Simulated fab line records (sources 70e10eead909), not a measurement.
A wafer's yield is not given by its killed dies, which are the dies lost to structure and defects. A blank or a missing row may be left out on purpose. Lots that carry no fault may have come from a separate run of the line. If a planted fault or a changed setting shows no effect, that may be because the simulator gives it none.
Chamber matching	flow nand harc	NHARC_A_CONTACT_ETCH_110 on rie diel-03 has 4 sister chambers
The step etches the open film in CF4/O2, target depth 50 nm, overetch 5 nm, time 27.5 s. 14 wafers are shown with their chamber, then 7 later ones without.

== WAFERS WITH THEIR CHAMBER ==
wafer	chamber	drypump motor current A (A)	showerhead plenum p Torr (Torr)	rf vpp V (V)
L074.1	3	6.0	1.31	196.6
L074.3	1	4.9	1.36	199.0
L074.5	3	6.0	1.31	197.1
L075.1	0	5.1	1.32	195.9
L075.2	1	4.9	1.35	200.1
L075.3	3	6.0	1.31	198.0
L078.1	2	5.2	1.37	197.9
L078.4	3	6.0	1.31	197.1
L078.6	2	5.2	1.37	198.8
L081.1	0	5.1	1.31	196.8
L081.2	2	5.2	1.36	197.7
L081.4	3	6.1	1.31	196.4
L085.2	3	6.1	1.31	196.4
L085.3	1	4.9	1.35	198.9

SIGNATURES (averages over the wafers above)
reading	chamber 0	chamber 1	chamber 2	chamber 3	scatter within a chamber
drypump motor current A	5.100	4.900	5.200	6.033	0.0365
showerhead plenum p Torr	1.3150	1.3533	1.3667	1.3100	0.00428
rf vpp V	196.350	199.333	198.133	196.933	0.621
Rule: a wafer's distance from a chamber is the root of the sum, over the readings, of the square of ((its reading less the chamber's mean) divided by the reading's scatter). The wafer belongs to the nearest chamber; if the next one is less than 2 further off, it can't be placed. The scatter: take each reading less its chamber's mean, square it, sum over the shown wafers, divide by the number of wafers less the number of chambers, and take the root.

== WAFERS WITHOUT THEIR CHAMBER ==
wafer	drypump motor current A (A)	showerhead plenum p Torr (Torr)	rf vpp V (V)
L085.6	6.1	1.31	197.9
L087.1	4.9	1.35	198.1
L087.5	5.2	1.36	198.7
L087.6	4.9	1.35	198.0
L089.1	4.9	1.35	197.8
L089.3	5.2	1.36	197.3
L089.4	6.1	1.31	196.5

== EACH ONE'S CHAMBER ==
wafer	from the rows above	in truth
L085.6	3	3
L087.1	1	1
L087.5	2	2
L087.6	1	1
L089.1	1	1
L089.3	2	2
L089.4	3	3
Correctly placed: 7 of 7. Number that these rows cannot place: 0. Wrongly placed: 0.
